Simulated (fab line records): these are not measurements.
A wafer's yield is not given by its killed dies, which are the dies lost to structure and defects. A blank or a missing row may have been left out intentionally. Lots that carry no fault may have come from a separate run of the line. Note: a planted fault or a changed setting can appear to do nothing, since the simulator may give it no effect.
Matching of chambers / flow n5-finfet / N5_BEOL_M8_STRIP_19 on rie-diel-01: 4 sister chambers
The step strips in O2. 4 wafers are shown with their chamber, then 8 later ones without.

## WAFERS, EACH WITH ITS CHAMBER
wafer=L082.2; chamber=1; throttle-valve-pct (%)=16.25
wafer=L090.1; chamber=0; throttle-valve-pct (%)=16.78
wafer=L090.6; chamber=3; throttle-valve-pct (%)=16.76
wafer=L089.1; chamber=2; throttle-valve-pct (%)=17.30

## WAFERS WITHOUT THEIR CHAMBER
wafer=L089.5; throttle-valve-pct (%)=17.31
wafer=L089.6; throttle-valve-pct (%)=16.26
wafer=L093.1; throttle-valve-pct (%)=17.32
wafer=L093.3; throttle-valve-pct (%)=16.79
wafer=L093.4; throttle-valve-pct (%)=16.27
wafer=L092.1; throttle-valve-pct (%)=16.77
wafer=L092.2; throttle-valve-pct (%)=16.26
wafer=L092.3; throttle-valve-pct (%)=17.32

## THE CHAMBER EACH PASSED THROUGH
wafer=L089.5; from the rows above=2; in truth=2
wafer=L089.6; from the rows above=1; in truth=1
wafer=L093.1; from the rows above=2; in truth=2
wafer=L093.3; from the rows above=can't be placed: 0 or 3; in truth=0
wafer=L093.4; from the rows above=1; in truth=1
wafer=L092.1; from the rows above=can't be placed: 3 or 0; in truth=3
wafer=L092.2; from the rows above=1; in truth=1
wafer=L092.3; from the rows above=2; in truth=2
Correctly placed: 6 of 8. Can't be placed from these rows: 2 (the true chamber is among the candidates in 2). Wrongly placed: 0.
How it was worked out, from the rows above alone: a wafer's distance from a chamber is the root of the sum, over the readings, of the square of ((its reading less the chamber's mean) divided by the reading's scatter). If the next closest chamber is less than 2 further off than the closest, the wafer can't be placed; otherwise it belongs to the closest. Each chamber's mean is taken over the wafers shown for it. The scatter (one wafer shown for each chamber): square how far every hidden wafer sits from the nearest shown wafer, average those squares and take the square root.
